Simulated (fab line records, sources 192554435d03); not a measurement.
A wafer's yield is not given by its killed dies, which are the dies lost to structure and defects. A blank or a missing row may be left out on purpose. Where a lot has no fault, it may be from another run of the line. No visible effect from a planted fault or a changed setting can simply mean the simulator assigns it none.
Chamber matching :: flow n5 finfet :: ald sin-03 running N5_BEOL_M0_SAQP_ALD_48: 4 sister chambers
The step deposits SiO2, target thk 20 nm, pulse time 1 s, co reactant pulse time 1 s. 4 wafers are shown with their chamber, then 11 later ones without.

== WAFERS PAIRED WITH THEIR CHAMBERS ==
wafer: L086.3
chamber: 1
heater power w (W): 69

wafer: L086.5
chamber: 2
heater power w (W): 95

wafer: L087.4
chamber: 0
heater power w (W): 86

wafer: L089.1
chamber: 3
heater power w (W): 66

== WAFERS MISSING THEIR CHAMBER ==
wafer: L089.5
heater power w (W): 89

wafer: L089.6
heater power w (W): 69

wafer: L092.1
heater power w (W): 87

wafer: L092.3
heater power w (W): 62

wafer: L092.4
heater power w (W): 68

wafer: L093.1
heater power w (W): 93

wafer: L093.4
heater power w (W): 63

wafer: L093.6
heater power w (W): 68

wafer: L096.1
heater power w (W): 67

wafer: L096.4
heater power w (W): 95

wafer: L096.5
heater power w (W): 89

== THE CHAMBER EACH PASSED THROUGH ==
wafer: L089.5
from the rows above: can't be placed: 0 or 2
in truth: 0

wafer: L089.6
from the rows above: can't be placed: 1 or 3
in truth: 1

wafer: L092.1
from the rows above: 0
in truth: 0

wafer: L092.3
from the rows above: can't be placed: 3 or 1
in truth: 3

wafer: L092.4
from the rows above: can't be placed: 1 or 3
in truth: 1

wafer: L093.1
from the rows above: 2
in truth: 2

wafer: L093.4
from the rows above: can't be placed: 3 or 1
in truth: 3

wafer: L093.6
from the rows above: can't be placed: 1 or 3
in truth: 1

wafer: L096.1
from the rows above: can't be placed: 3 or 1
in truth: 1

wafer: L096.4
from the rows above: 2
in truth: 2

wafer: L096.5
from the rows above: can't be placed: 0 or 2
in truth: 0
3 of 11 placed correctly. Not placeable from these rows: 8 (in 8, the candidates include the true chamber). 0 placed wrongly.
How it was worked out, from the rows above alone: a wafer's distance from a chamber is the root of the sum, over the readings, of the square of ((its reading less the chamber's mean) divided by the reading's scatter). The wafer belongs to the nearest chamber; if the next one is less than 2 further off, it can't be placed. A chamber's mean is the mean of its shown wafers. The scatter (one wafer shown for each chamber): square how far every hidden wafer sits from the nearest shown wafer, average those squares and take the square root.
